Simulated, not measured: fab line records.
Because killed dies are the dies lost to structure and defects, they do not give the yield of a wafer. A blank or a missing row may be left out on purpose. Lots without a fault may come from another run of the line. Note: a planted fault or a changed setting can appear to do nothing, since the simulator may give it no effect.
Chamber matching + flow n5Finfet + N5_PMOS_HMC_CHANNEL_EPI_HM_OPEN_15 on rieDiel-03: 4 sister chambers
The step chemistry CHF3/O2, target SiO2, target depth 40.6 nm, time 20.3 s. 16 wafers are shown with their chamber, then 7 later ones without.

## WAFERS, EACH WITH ITS CHAMBER
| wafer  | chamber | drypumpMotorCurrentA (A) | throttleValvePct (%) | showerheadPlenumPTorr (Torr) |
|--------|---------|--------------------------|----------------------|------------------------------|
| L803.1 | 1       | 6.5                      | 18.90                | 2.40                         |
| L803.5 | 3       | 5.3                      | 19.01                | 2.32                         |
| L803.6 | 2       | 5.3                      | 18.62                | 2.41                         |
| L805.2 | 1       | 6.5                      | 18.91                | 2.40                         |
| L805.3 | 2       | 5.3                      | 18.62                | 2.41                         |
| L805.6 | 1       | 6.4                      | 18.91                | 2.40                         |
| L806.1 | 2       | 5.2                      | 18.64                | 2.40                         |
| L806.3 | 3       | 5.3                      | 19.01                | 2.32                         |
| L806.5 | 0       | 5.9                      | 19.04                | 2.31                         |
| L807.2 | 2       | 5.3                      | 18.63                | 2.40                         |
| L807.3 | 3       | 5.3                      | 19.03                | 2.32                         |
| L807.5 | 2       | 5.3                      | 18.62                | 2.40                         |
| L813.2 | 2       | 5.3                      | 18.64                | 2.40                         |
| L813.3 | 1       | 6.5                      | 18.91                | 2.39                         |
| L816.1 | 3       | 5.3                      | 19.07                | 2.31                         |
| L816.3 | 0       | 5.9                      | 19.08                | 2.30                         |

SIGNATURES (means of the wafers above)
| reading               | chamber 0 | chamber 1 | chamber 2 | chamber 3 | scatter within a chamber |
|-----------------------|-----------|-----------|-----------|-----------|--------------------------|
| drypumpMotorCurrentA  | 5.900     | 6.475     | 5.283     | 5.300     | 0.0363                   |
| throttleValvePct      | 19.0600   | 18.9075   | 18.6283   | 19.0300   | 0.0177                   |
| showerheadPlenumPTorr | 2.3050    | 2.3975    | 2.4033    | 2.3175    | 0.00527                  |
Rule: for each reading, subtract the chamber's mean from the wafer's reading, divide by that reading's scatter and square the result; add these up over the readings and take the root, which gives the wafer's distance from the chamber. The wafer belongs to the nearest chamber; if the next one is less than 2 further off, it can't be placed. The scatter: take each reading less its chamber's mean, square it, sum over the shown wafers, divide by the number of wafers less the number of chambers, and take the root.

## WAFERS WHOSE CHAMBER IS MISSING
| wafer  | drypumpMotorCurrentA (A) | throttleValvePct (%) | showerheadPlenumPTorr (Torr) |
|--------|--------------------------|----------------------|------------------------------|
| L816.6 | 5.9                      | 19.08                | 2.30                         |
| L818.3 | 6.5                      | 18.93                | 2.39                         |
| L818.5 | 5.9                      | 19.09                | 2.30                         |
| L818.6 | 5.3                      | 19.06                | 2.31                         |
| L820.1 | 5.3                      | 18.68                | 2.39                         |
| L820.2 | 5.3                      | 19.07                | 2.31                         |
| L820.4 | 5.9                      | 19.10                | 2.30                         |

## WHICH CHAMBER EACH WENT THROUGH
| wafer  | from the rows above | in truth |
|--------|---------------------|----------|
| L816.6 | 0                   | 0        |
| L818.3 | 1                   | 1        |
| L818.5 | 0                   | 0        |
| L818.6 | 3                   | 3        |
| L820.1 | 2                   | 2        |
| L820.2 | 3                   | 3        |
| L820.4 | 0                   | 0        |
Correct placement for 7 of the 7. Number that these rows cannot place: 0. Wrongly placed: 0.
